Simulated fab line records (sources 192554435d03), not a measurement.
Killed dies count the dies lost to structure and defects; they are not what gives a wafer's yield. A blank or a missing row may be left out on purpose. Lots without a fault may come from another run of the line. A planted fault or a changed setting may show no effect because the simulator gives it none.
Chamber matching	flow n5-finfet	N5_BEOL_M0_CMP_120 on cmp-02: 4 sister chambers
The step polishes, stops on SiOC, t overpolish 6.9 s. 16 wafers are shown with their chamber, then 7 later ones without.

== WAFERS, EACH WITH ITS CHAMBER ==
wafer	chamber	motor-current-A (A)	barrier-field-endpoint-s (s)	time-to-endpoint-s (s)
L077.2	0	5.1	3.68	62.0
L077.3	2	5.7	3.76	64.1
L077.4	3	5.8	3.95	63.5
L080.3	0	5.1	3.89	66.6
L080.4	1	6.7	3.71	64.1
L081.3	3	5.8	3.69	66.2
L083.1	0	5.1	3.58	62.4
L083.4	3	5.6	3.63	64.6
L084.1	0	5.2	3.69	65.3
L084.2	3	5.8	3.83	65.0
L088.2	3	5.9	3.46	60.8
L087.1	0	5.2	3.80	64.1
L087.2	1	7.0	3.67	62.0
L087.3	2	5.6	3.76	62.4
L089.1	2	6.2	3.73	62.5
L089.4	0	5.3	3.76	59.8

SIGNATURES (averages over the wafers above)
reading	chamber 0	chamber 1	chamber 2	chamber 3	scatter within a chamber
motor-current-A	5.167	6.850	5.833	5.780	0.167
barrier-field-endpoint-s	3.7333	3.6900	3.7500	3.7120	0.129
time-to-endpoint-s	63.367	63.050	63.000	64.020	2.06
Rule: for each reading, subtract the chamber's mean from the wafer's reading, divide by that reading's scatter and square the result; add these up over the readings and take the root, which gives the wafer's distance from the chamber. If the next closest chamber is less than 2 further off than the closest, the wafer can't be placed; otherwise it belongs to the closest. The scatter: the root of (the sum of the squares of (reading less its chamber's mean) over the shown wafers, divided by (wafers less chambers)).

== WAFERS MISSING THEIR CHAMBER ==
wafer	motor-current-A (A)	barrier-field-endpoint-s (s)	time-to-endpoint-s (s)
L090.2	5.0	3.42	57.8
L090.3	5.9	3.60	63.5
L091.1	5.8	3.54	63.9
L091.2	5.1	3.61	60.3
L091.3	5.9	3.66	61.8
L095.2	5.3	3.55	61.1
L095.4	6.9	3.45	59.1

== THE CHAMBER EACH PASSED THROUGH ==
wafer	from the rows above	in truth
L090.2	0	0
L090.3	can't be placed: 3 or 2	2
L091.1	can't be placed: 3 or 2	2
L091.2	0	0
L091.3	can't be placed: 2 or 3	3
L095.2	can't be placed: 0 or 3 or 2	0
L095.4	1	1
Correct placement for 3 of the 7. Unplaceable from these rows: 4, with the true chamber sitting among the candidates in 4. 0 placed wrongly.
